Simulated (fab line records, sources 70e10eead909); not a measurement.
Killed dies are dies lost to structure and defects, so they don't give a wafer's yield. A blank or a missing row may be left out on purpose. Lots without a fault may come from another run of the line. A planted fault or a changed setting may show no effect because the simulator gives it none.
Which tool did it? | flow nand_harc | 22 lots, 66 wafers sampled, at 6 steps of a route of 1302

WHAT THE GAUGES READ, wafer by wafer
The record holds no reading of a measuring or inspecting step that can be judged against a usual standard deviation.

WHICH TOOL RAN EACH LOT (tool, then ch and the chambers of the sampled wafers, then the start)
lot  | NHARC_A_STAIRCASE_TRIM_229         | NHARC_A_STAIRCASE_ETCH_451                    | NHARC_A_STAIRCASE_HM_OPEN_460                 | NHARC_A_STAIRCASE_STRIP_295                   | NHARC_A_STAIRCASE_HM_DEP_462  | NHARC_A_STAIRCASE_DEP_417
L074 | rie_diel-12 ch 0,1,2, day 15 19:29 | rie_diel-04 ch 0,1, day 16 16:31 or earlier   | rie_diel-12 ch 0,1,2, day 16 16:31 or earlier | rie_diel-12 ch 0,1,2, day 16 16:31 or earlier | acl_dep-03 ch 0, day 16 16:31 | pecvd-03 ch 1,2, day 16 23:03
L075 | rie_diel-05 ch 0,3, day 16 05:41   | rie_diel-05 ch 0,1,2, day 16 23:07 or earlier | rie_diel-12 ch 0,3, day 16 23:07 or earlier   | rie_diel-12 ch 0,2,3, day 16 23:07 or earlier | acl_dep-02 ch 0, day 16 23:07 | pecvd-01 ch 1,2, day 17 07:29
L078 | rie_diel-12 ch 2,3, day 17 03:49   | rie_diel-05 ch 1,2,3, day 17 22:43 or earlier | rie_diel-12 ch 1,2, day 17 22:43 or earlier   | rie_diel-12 ch 0,1,2, day 17 22:43 or earlier | acl_dep-01 ch 0, day 17 22:43 | pecvd-01 ch 1,2, day 18 06:05
L077 | rie_diel-05 ch 0,1,3, day 17 04:34 | rie_diel-04 ch 0,1,3, day 17 23:53 or earlier | rie_diel-04 ch 1,3, day 17 23:53 or earlier   | rie_diel-04 ch 0,1,3, day 17 23:53 or earlier | acl_dep-03 ch 0, day 17 23:53 | pecvd-04 ch 0,1,2, day 18 06:49
L079 | rie_diel-04 ch 1,3, day 18 06:13   | rie_diel-04 ch 0,1,2, day 19 00:29 or earlier | rie_diel-04 ch 0,3, day 19 00:29 or earlier   | rie_diel-04 ch 0,1,3, day 19 00:29 or earlier | acl_dep-03 ch 0, day 19 00:29 | pecvd-03 ch 0,1,2, day 19 07:44
L081 | rie_diel-04 ch 1,2, day 18 16:02   | rie_diel-12 ch 0,3, day 19 16:24 or earlier   | rie_diel-05 ch 0,2,3, day 19 16:24 or earlier | rie_diel-05 ch 0,2,3, day 19 16:24 or earlier | acl_dep-03 ch 0, day 19 16:24 | pecvd-03 ch 0,1,2, day 19 23:29
L080 | rie_diel-05 ch 1,2,3, day 18 21:32 | rie_diel-04 ch 0,3, day 19 19:50 or earlier   | rie_diel-05 ch 0,2, day 19 19:50 or earlier   | rie_diel-05 ch 1,2,3, day 19 19:50 or earlier | acl_dep-02 ch 0, day 19 19:50 | pecvd-03 ch 0,1,2, day 20 03:32
L082 | rie_diel-05 ch 0,2,3, day 19 08:44 | rie_diel-05 ch 1,2,3, day 20 05:54 or earlier | rie_diel-05 ch 2,3, day 20 05:54 or earlier   | rie_diel-05 ch 0,3, day 20 05:54 or earlier   | acl_dep-02 ch 0, day 20 05:54 | pecvd-03 ch 0,1, day 20 12:48
L084 | rie_diel-04 ch 0,2,3, day 20 07:43 | rie_diel-12 ch 0,2, day 21 01:29 or earlier   | rie_diel-12 ch 0,2,3, day 21 01:29 or earlier | rie_diel-12 ch 0,3, day 21 01:29 or earlier   | acl_dep-01 ch 0, day 21 01:29 | pecvd-04 ch 0,1,2, day 21 08:04
L083 | rie_diel-05 ch 0,1,3, day 20 08:07 | rie_diel-05 ch 0,1,3, day 21 03:01 or earlier | rie_diel-04 ch 1,2,3, day 21 03:01 or earlier | rie_diel-04 ch 0,1,2, day 21 03:01 or earlier | acl_dep-01 ch 0, day 21 03:01 | pecvd-04 ch 0,1,2, day 21 10:00
L086 | rie_diel-12 ch 0,1,3, day 20 20:23 | rie_diel-05 ch 0,2,3, day 21 16:54 or earlier | rie_diel-04 ch 1,2,3, day 21 16:54 or earlier | rie_diel-04 ch 0,1,3, day 21 16:54 or earlier | acl_dep-01 ch 0, day 21 16:54 | pecvd-04 ch 0,2, day 22 00:24
L087 | rie_diel-05 ch 1,2,3, day 21 01:53 | rie_diel-05 ch 2,3, day 21 22:58 or earlier   | rie_diel-05 ch 0,1,3, day 21 22:58 or earlier | rie_diel-05 ch 0,2,3, day 21 22:58 or earlier | acl_dep-01 ch 0, day 21 22:58 | pecvd-04 ch 0,2, day 22 05:57
L089 | rie_diel-12 ch 1,2,3, day 21 23:46 | rie_diel-04 ch 1,2,3, day 22 15:56 or earlier | rie_diel-04 ch 0,1,2, day 22 15:56 or earlier | rie_diel-04 ch 0,2,3, day 22 15:56 or earlier | acl_dep-02 ch 0, day 22 15:56 | pecvd-03 ch 0,1,2, day 22 23:14
L088 | rie_diel-04 ch 0,2,3, day 21 23:59 | rie_diel-12 ch 1,2,3, day 22 16:38 or earlier | rie_diel-12 ch 0,1, day 22 16:38 or earlier   | rie_diel-12 ch 1,2,3, day 22 16:38 or earlier | acl_dep-03 ch 0, day 22 16:38 | pecvd-03 ch 0,1,2, day 23 00:43
L091 | rie_diel-05 ch 0,2,3, day 22 23:02 | rie_diel-12 ch 0,1,2, day 23 19:00 or earlier | rie_diel-04 ch 0,1,2, day 23 19:00 or earlier | rie_diel-04 ch 0,1,2, day 23 19:00 or earlier | acl_dep-02 ch 0, day 23 19:00 | pecvd-01 ch 0,1,2, day 24 03:39
L090 | rie_diel-04 ch 1,3, day 22 23:26   | rie_diel-05 ch 1,2,3, day 23 19:01 or earlier | rie_diel-04 ch 1,3, day 23 19:01 or earlier   | rie_diel-04 ch 0,1,3, day 23 19:01 or earlier | acl_dep-01 ch 0, day 23 19:01 | pecvd-04 ch 0,1,2, day 24 02:17
L093 | rie_diel-12 ch 1,2, day 23 20:11   | rie_diel-12 ch 1,2, day 24 17:20 or earlier   | rie_diel-12 ch 0,1, day 24 17:20 or earlier   | rie_diel-12 ch 0,1,2, day 24 17:20 or earlier | acl_dep-02 ch 0, day 24 17:20 | pecvd-03 ch 0,2, day 25 01:52
L092 | rie_diel-12 ch 0,3, day 23 22:02   | rie_diel-04 ch 0,3, day 24 21:31 or earlier   | rie_diel-05 ch 0,1,2, day 24 21:31 or earlier | rie_diel-05 ch 0,2,3, day 24 21:31 or earlier | acl_dep-02 ch 0, day 24 21:31 | pecvd-01 ch 0,1,2, day 25 04:33
L094 | rie_diel-05 ch 0,1,2, day 24 06:32 | rie_diel-12 ch 1,2, day 25 01:49 or earlier   | rie_diel-04 ch 1,3, day 25 01:49 or earlier   | rie_diel-04 ch 1,2,3, day 25 01:49 or earlier | acl_dep-03 ch 0, day 25 01:49 | pecvd-01 ch 0,1,2, day 25 09:14
L095 | rie_diel-04 ch 0,2,3, day 24 21:36 | rie_diel-04 ch 0,3, day 25 15:10 or earlier   | rie_diel-12 ch 1,2, day 25 15:10 or earlier   | rie_diel-12 ch 1,2,3, day 25 15:10 or earlier | acl_dep-02 ch 0, day 25 15:10 | pecvd-04 ch 1,2, day 25 22:02
L096 | rie_diel-05 ch 0,2,3, day 24 21:50 | rie_diel-05 ch 1,2,3, day 25 19:43 or earlier | rie_diel-12 ch 0,1,3, day 25 19:43 or earlier | rie_diel-12 ch 0,1,3, day 25 19:43 or earlier | acl_dep-01 ch 0, day 25 19:43 | pecvd-01 ch 0,1,2, day 26 02:44
L097 | rie_diel-12 ch 1,2,3, day 25 09:59 | rie_diel-05 ch 2,3, day 26 05:18 or earlier   | rie_diel-12 ch 1,2,3, day 26 05:18 or earlier | rie_diel-12 ch 0,1, day 26 05:18 or earlier   | acl_dep-01 ch 0, day 26 05:18 | pecvd-04 ch 0,1,2, day 26 11:44
- NHARC_A_STAIRCASE_TRIM_229: chemistry O2, time 211.2 s.
- NHARC_A_STAIRCASE_ETCH_451: etches the open film in CF4/O2, target depth 30 nm, overetch 3 nm, time 16.5 s.
- NHARC_A_STAIRCASE_HM_OPEN_460: chemistry O2/COS.
- NHARC_A_STAIRCASE_STRIP_295: strips in O2.
- NHARC_A_STAIRCASE_HM_DEP_462: deposits aC, target thk 800 nm.
- NHARC_A_STAIRCASE_DEP_417: deposits Si3N4, target thk 60 nm.

WHAT THE TOOLS THEMSELVES READ (means of the sampled wafers that have a number; where no wafer has one, the mark that the record gives instead)
NHARC_A_STAIRCASE_TRIM_229.
lot  | tool        | drypump_motor_current_A (A) | mfc_ar_sccm (sccm) | oes_product_au (a.u.) | rf_vpp_V (V) | showerhead_plenum_p_Torr (Torr) | throttle_valve_pct (%)
L074 | rie_diel-12 | 5.83                        | 0.008              | 1.010                 | 58.2         | 3.50                            | 17.032
L075 | rie_diel-05 | 5.65                        | 0.031              | 0.985                 | 57.4         | 3.43                            | 17.035
L078 | rie_diel-12 | 5.76                        | 0.016              | 1.005                 | 57.4         | 3.48                            | 17.032
L077 | rie_diel-05 | 5.75                        | 0.018              | 0.983                 | 56.4         | 3.40                            | 17.053
L079 | rie_diel-04 | 5.57                        | 0.000              | 1.005                 | 57.0         | 3.52                            | 17.039
L081 | rie_diel-04 | 6.03                        | 0.026              | 1.010                 | 58.2         | 3.67                            | 17.032
L080 | rie_diel-05 | 5.96                        | 0.013              | 1.010                 | 57.5         | 3.41                            | 17.031
L082 | rie_diel-05 | 5.78                        | 0.018              | 0.996                 | 58.5         | 3.45                            | 17.043
L084 | rie_diel-04 | 5.93                        | 0.013              | 1.004                 | 57.9         | 3.56                            | 17.035
L083 | rie_diel-05 | 5.75                        | 0.018              | 0.999                 | 57.2         | 3.39                            | 17.047
L086 | rie_diel-12 | 5.76                        | 0.000              | 0.994                 | 57.8         | 3.42                            | 17.038
L087 | rie_diel-05 | 6.01                        | 0.013              | 0.998                 | 56.6         | 3.40                            | 17.041
L089 | rie_diel-12 | 5.75                        | 0.008              | 0.989                 | 57.0         | 3.46                            | 17.029
L088 | rie_diel-04 | 5.89                        | 0.013              | 1.000                 | 58.4         | 3.56                            | 17.039
L091 | rie_diel-05 | 5.76                        | 0.018              | 0.989                 | 56.8         | 3.43                            | 17.032
L090 | rie_diel-04 | 5.56                        | 0.000              | 1.007                 | 58.1         | 3.51                            | 17.032
L093 | rie_diel-12 | 5.84                        | 0.008              | 0.997                 | 57.3         | 3.51                            | 17.032
L092 | rie_diel-12 | 5.70                        | 0.000              | 0.988                 | 58.0         | 3.36                            | 17.034
L094 | rie_diel-05 | 5.84                        | 0.005              | 0.994                 | 57.4         | 3.39                            | 17.046
L095 | rie_diel-04 | 5.90                        | 0.013              | 1.017                 | 57.7         | 3.55                            | 17.027
L096 | rie_diel-05 | 5.76                        | 0.018              | 1.002                 | 57.5         | 3.42                            | 17.028
L097 | rie_diel-12 | 5.75                        | 0.008              | 0.985                 | 57.6         | 3.44                            | 17.031

NHARC_A_STAIRCASE_ETCH_451.
lot  | tool        | drypump_motor_current_A (A) | mfc_ar_sccm (sccm) | oes_product_au (a.u.) | rf_vpp_V (V) | showerhead_plenum_p_Torr (Torr) | throttle_valve_pct (%)
L074 | rie_diel-04 | 5.70                        | 0.001              | 0.994                 | 197.3        | 1.36                            | 13.395
L075 | rie_diel-05 | 5.85                        | 0.005              | 1.003                 | 197.2        | 1.29                            | 13.393
L078 | rie_diel-05 | 5.98                        | 0.013              | 0.996                 | 196.0        | 1.29                            | 13.402
L077 | rie_diel-04 | 5.68                        | 0.000              | 1.008                 | 198.2        | 1.34                            | 13.407
L079 | rie_diel-04 | 5.92                        | 0.013              | 1.010                 | 198.3        | 1.37                            | 13.392
L081 | rie_diel-12 | 5.77                        | 0.000              | 0.993                 | 196.3        | 1.28                            | 13.396
L080 | rie_diel-04 | 5.79                        | 0.000              | 1.005                 | 197.7        | 1.33                            | 13.392
L082 | rie_diel-05 | 5.95                        | 0.013              | 0.999                 | 197.3        | 1.29                            | 13.400
L084 | rie_diel-12 | 5.81                        | 0.008              | 1.002                 | 196.4        | 1.30                            | 13.401
L083 | rie_diel-05 | 5.74                        | 0.018              | 0.990                 | 196.3        | 1.28                            | 13.390
L086 | rie_diel-05 | 5.75                        | 0.018              | 0.990                 | 196.9        | 1.30                            | 13.392
L087 | rie_diel-05 | 5.98                        | 0.013              | 1.001                 | 197.1        | 1.31                            | 13.393
L089 | rie_diel-04 | 5.76                        | 0.013              | 1.011                 | 198.0        | 1.36                            | 13.392
L088 | rie_diel-12 | 5.73                        | 0.008              | 0.991                 | 197.7        | 1.31                            | 13.399
L091 | rie_diel-12 | 5.80                        | 0.008              | 0.989                 | 198.2        | 1.31                            | 13.395
L090 | rie_diel-05 | 5.96                        | 0.013              | 0.995                 | 197.2        | 1.28                            | 13.401
L093 | rie_diel-12 | 5.79                        | 0.016              | 0.995                 | 197.8        | 1.33                            | 13.398
L092 | rie_diel-04 | 5.77                        | 0.000              | 1.012                 | 197.8        | 1.33                            | 13.395
L094 | rie_diel-12 | 5.81                        | 0.008              | 1.000                 | 197.9        | 1.33                            | 13.393
L095 | rie_diel-04 | 5.67                        | 0.000              | 1.016                 | 198.1        | 1.31                            | 13.405
L096 | rie_diel-05 | 5.95                        | 0.013              | 1.004                 | 196.9        | 1.28                            | 13.392
L097 | rie_diel-05 | 5.88                        | 0.026              | 0.999                 | 196.6        | 1.29                            | 13.401

NHARC_A_STAIRCASE_HM_OPEN_460.
lot  | tool        | drypump_motor_current_A (A) | mfc_ar_sccm (sccm) | oes_product_au (a.u.) | rf_vpp_V (V) | showerhead_plenum_p_Torr (Torr) | throttle_valve_pct (%)
L074 | rie_diel-12 | 5.82                        | 0.008              | 1.006                 | 467.0        | 3.09                            | 28.323
L075 | rie_diel-12 | 5.75                        | 0.000              | 1.002                 | 464.3        | 3.01                            | 28.316
L078 | rie_diel-12 | 5.84                        | 0.016              | 0.999                 | 466.9        | 3.13                            | 28.329
L077 | rie_diel-04 | 5.55                        | 0.000              | 1.004                 | 466.6        | 3.11                            | 28.344
L079 | rie_diel-04 | 5.81                        | 0.000              | 1.022                 | 467.2        | 3.12                            | 28.333
L081 | rie_diel-05 | 5.77                        | 0.018              | 1.000                 | 465.8        | 3.05                            | 28.337
L080 | rie_diel-05 | 5.63                        | 0.009              | 0.989                 | 465.9        | 3.06                            | 28.329
L082 | rie_diel-05 | 5.99                        | 0.013              | 0.995                 | 465.9        | 3.06                            | 28.331
L084 | rie_diel-12 | 5.75                        | 0.008              | 0.987                 | 465.0        | 3.03                            | 28.327
L083 | rie_diel-04 | 5.77                        | 0.013              | 1.005                 | 468.5        | 3.17                            | 28.336
L086 | rie_diel-04 | 5.78                        | 0.013              | 1.003                 | 468.8        | 3.17                            | 28.325
L087 | rie_diel-05 | 5.76                        | 0.018              | 0.993                 | 464.5        | 2.98                            | 28.327
L089 | rie_diel-04 | 5.92                        | 0.013              | 1.004                 | 468.8        | 3.19                            | 28.331
L088 | rie_diel-12 | 5.84                        | 0.000              | 1.010                 | 465.8        | 3.07                            | 28.337
L091 | rie_diel-04 | 5.93                        | 0.013              | 1.008                 | 467.6        | 3.19                            | 28.326
L090 | rie_diel-04 | 5.57                        | 0.001              | 1.008                 | 466.4        | 3.14                            | 28.330
L093 | rie_diel-12 | 5.86                        | 0.000              | 1.011                 | 465.4        | 3.03                            | 28.332
L092 | rie_diel-05 | 5.87                        | 0.005              | 0.998                 | 463.7        | 3.00                            | 28.331
L094 | rie_diel-04 | 5.60                        | 0.001              | 1.014                 | 467.7        | 3.13                            | 28.332
L095 | rie_diel-12 | 5.81                        | 0.008              | 1.003                 | 465.9        | 3.10                            | 28.331
L096 | rie_diel-12 | 5.76                        | 0.000              | 0.995                 | 464.4        | 3.01                            | 28.330
L097 | rie_diel-12 | 5.74                        | 0.008              | 0.985                 | 464.9        | 3.04                            | 28.319

NHARC_A_STAIRCASE_STRIP_295.
lot  | tool        | drypump_motor_current_A (A) | mfc_ar_sccm (sccm) | oes_product_au (a.u.) | rf_vpp_V (V) | showerhead_plenum_p_Torr (Torr) | throttle_valve_pct (%)
L074 | rie_diel-12 | 5.84                        | 0.008              | 1.012                 | 57.2         | 3.50                            | 17.032
L075 | rie_diel-12 | 5.74                        | 0.008              | 1.000                 | 57.3         | 3.44                            | 17.035
L078 | rie_diel-12 | 5.83                        | 0.008              | 1.014                 | 57.6         | 3.49                            | 17.037
L077 | rie_diel-04 | 5.70                        | 0.000              | 1.005                 | 57.2         | 3.54                            | 17.041
L079 | rie_diel-04 | 5.70                        | 0.000              | 1.005                 | 58.4         | 3.54                            | 17.033
L081 | rie_diel-05 | 5.79                        | 0.018              | 0.985                 | 57.9         | 3.45                            | 17.041
L080 | rie_diel-05 | 5.97                        | 0.013              | 0.996                 | 57.6         | 3.41                            | 17.041
L082 | rie_diel-05 | 5.65                        | 0.031              | 0.997                 | 57.5         | 3.42                            | 17.043
L084 | rie_diel-12 | 5.69                        | 0.000              | 0.982                 | 57.4         | 3.37                            | 17.037
L083 | rie_diel-04 | 5.92                        | 0.013              | 1.016                 | 57.4         | 3.61                            | 17.039
L086 | rie_diel-04 | 5.69                        | 0.000              | 1.004                 | 57.4         | 3.53                            | 17.036
L087 | rie_diel-05 | 5.76                        | 0.018              | 0.998                 | 58.3         | 3.44                            | 17.039
L089 | rie_diel-04 | 5.92                        | 0.013              | 0.999                 | 58.4         | 3.56                            | 17.035
L088 | rie_diel-12 | 5.74                        | 0.008              | 0.986                 | 57.1         | 3.45                            | 17.044
L091 | rie_diel-04 | 5.95                        | 0.013              | 1.013                 | 57.1         | 3.60                            | 17.036
L090 | rie_diel-04 | 5.69                        | 0.000              | 1.016                 | 57.3         | 3.52                            | 17.031
L093 | rie_diel-12 | 5.82                        | 0.008              | 1.006                 | 57.2         | 3.46                            | 17.040
L092 | rie_diel-05 | 5.76                        | 0.018              | 1.000                 | 57.2         | 3.42                            | 17.036
L094 | rie_diel-04 | 5.81                        | 0.013              | 1.005                 | 58.5         | 3.57                            | 17.041
L095 | rie_diel-12 | 5.75                        | 0.008              | 0.991                 | 57.4         | 3.44                            | 17.036
L096 | rie_diel-12 | 5.77                        | 0.000              | 0.993                 | 57.9         | 3.40                            | 17.034
L097 | rie_diel-12 | 5.83                        | 0.000              | 1.001                 | 57.1         | 3.46                            | 17.037

NHARC_A_STAIRCASE_HM_DEP_462.
lot  | tool       | throttle_valve_pct (%)
L074 | acl_dep-03 | 35.003
L075 | acl_dep-02 | 35.005
L078 | acl_dep-01 | 34.988
L077 | acl_dep-03 | 35.004
L079 | acl_dep-03 | 34.997
L081 | acl_dep-03 | 34.997
L080 | acl_dep-02 | 35.005
L082 | acl_dep-02 | 35.002
L084 | acl_dep-01 | 34.995
L083 | acl_dep-01 | 35.003
L086 | acl_dep-01 | 35.004
L087 | acl_dep-01 | 34.996
L089 | acl_dep-02 | 34.996
L088 | acl_dep-03 | 35.002
L091 | acl_dep-02 | 34.998
L090 | acl_dep-01 | 34.996
L093 | acl_dep-02 | 34.999
L092 | acl_dep-02 | 34.999
L094 | acl_dep-03 | 34.995
L095 | acl_dep-02 | 35.003
L096 | acl_dep-01 | 34.992
L097 | acl_dep-01 | 35.005

NHARC_A_STAIRCASE_DEP_417.
lot  | tool     | heater_power_w (W)
L074 | pecvd-03 | 705
L075 | pecvd-01 | 747
L078 | pecvd-01 | 747
L077 | pecvd-04 | 665
L079 | pecvd-03 | 798
L081 | pecvd-03 | 725
L080 | pecvd-03 | 732
L082 | pecvd-03 | 850
L084 | pecvd-04 | 667
L083 | pecvd-04 | 692
L086 | pecvd-04 | 659
L087 | pecvd-04 | 655
L089 | pecvd-03 | 748
L088 | pecvd-03 | 760
L091 | pecvd-01 | 816
L090 | pecvd-04 | 703
L093 | pecvd-03 | 693
L092 | pecvd-01 | 768
L094 | pecvd-01 | 806
L095 | pecvd-04 | 622
L096 | pecvd-01 | 759
L097 | pecvd-04 | 723

THE ANSWER, worked out from the rows above alone
Rule: what is usual is taken from the lots themselves. Put in order of their means at a reading, lots are off if they are a third of the lots or fewer, leave a main group of 4 or more, and stand apart from it by a gap of 3 or more times the standard deviation of the main group's means; of several such gaps the widest counts. A main group whose means are all the same, to the digits that the tables above print for the reading, isn't used. A lot without any number at a reading at which 4 lots or more have one is off too. The other lots that the step has rows for count as sound. The gauges are gone through in route order, then the tools' own readings, and for those a lot's mean is taken as printed above. The first step at which some lot is off is used, and at that step the reading that is off furthest; a lot without a number counts as furthest.
No lot is off at any reading shown: from this, nothing can be told.

WHAT THE SIMULATOR HAD PUT IN
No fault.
